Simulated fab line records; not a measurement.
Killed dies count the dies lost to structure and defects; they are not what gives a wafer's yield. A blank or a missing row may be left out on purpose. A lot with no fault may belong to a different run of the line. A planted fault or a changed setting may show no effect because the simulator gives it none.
8D (eight disciplines) problem report, filled in by code | flow n5_finfet | the parts of the form that need people (team, actions taken, sign-off) are left out

1. WHAT IS WRONG
spin_speed_rpm at N5_BEOL_M11_COAT_05 reads a mean of 1343.9 rpm on 9 wafers of 3 lots; wafers without a fault read 1500.0 rpm with a standard deviation of 1.1. So: -99 or more standard deviations from the usual mean.
The step: resist thk 90 nm.
First seen on wafer L620.2, day 13 17:42, on litho_track-01. The record has a number at this step for 15 wafers belonging to 5 lots. By rule, "out" or "out of limits" means more than 4 standard deviations away from the usual mean. The other wafers with a number count as sound.

2. WHAT IT IS, AND WHAT IT ISN'T
question                    | is                     | is not
which readings at this step | spin_speed_rpm         | chill_plate_temp_C, resist_line_temp_C
which lots                  | L620, L626, L627       | L618, L632
which wafers of those lots  | all that have a number | -
read on which tools         | litho_track-01         | litho_track-05
when                        | from day 13 17:42      | up to then (3 sound wafers); but 3 sound wafers of L632 came after

3. THE SUSPECTS, EACH WITH WHAT RULES IT OUT
Counting: any tool at a process step up to the reading is kept as a suspect provided that every lot that is out went through it and no sound lot did after the first of them.
- litho_track-01 at N5_BEOL_M11_COAT_05 (resist thk 90 nm): kept. It ran every lot that is out, first L620 (day 13 17:42), and no sound lot after that; its last sound lot up to then is L618 (day 12 19:50). Its own readings are out on those wafers: spin_speed_rpm.
The count leaves litho_track-01 at N5_BEOL_M11_COAT_05.

4. THE CAUSE (what the simulator had put in)
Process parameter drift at N5_BEOL_M11_COAT_05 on litho_track-01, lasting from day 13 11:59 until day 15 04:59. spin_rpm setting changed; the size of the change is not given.
The count eliminated every tool but this one.

5. SEQUENCE OF EFFECTS, ordered by route
Each row: a reading whose mean over the struck wafers that have a number lies more than 3 standard deviations from the usual. Readings are gone through only where the record gives a usual standard deviation; hours: the median, over the lots, of the time from a lot's start at the first step in this table giving one to that lot's start at this step; sigmas: the change measured in usual standard deviations.
hours | step                | reading        | usual      | on struck wafers | change | sigmas
0     | N5_BEOL_M11_COAT_05 | spin_speed_rpm | 1500.0 rpm | 1343.9           | -156.1 | -99 or more
Here are the process steps it includes:
- N5_BEOL_M11_COAT_05: resist thk 90 nm.

6. WHAT WOULD HAVE CAUGHT IT SOONER
6 hours passed between the start of the fault at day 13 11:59 and the first reading out of limits in this record, taken at day 13 17:42.
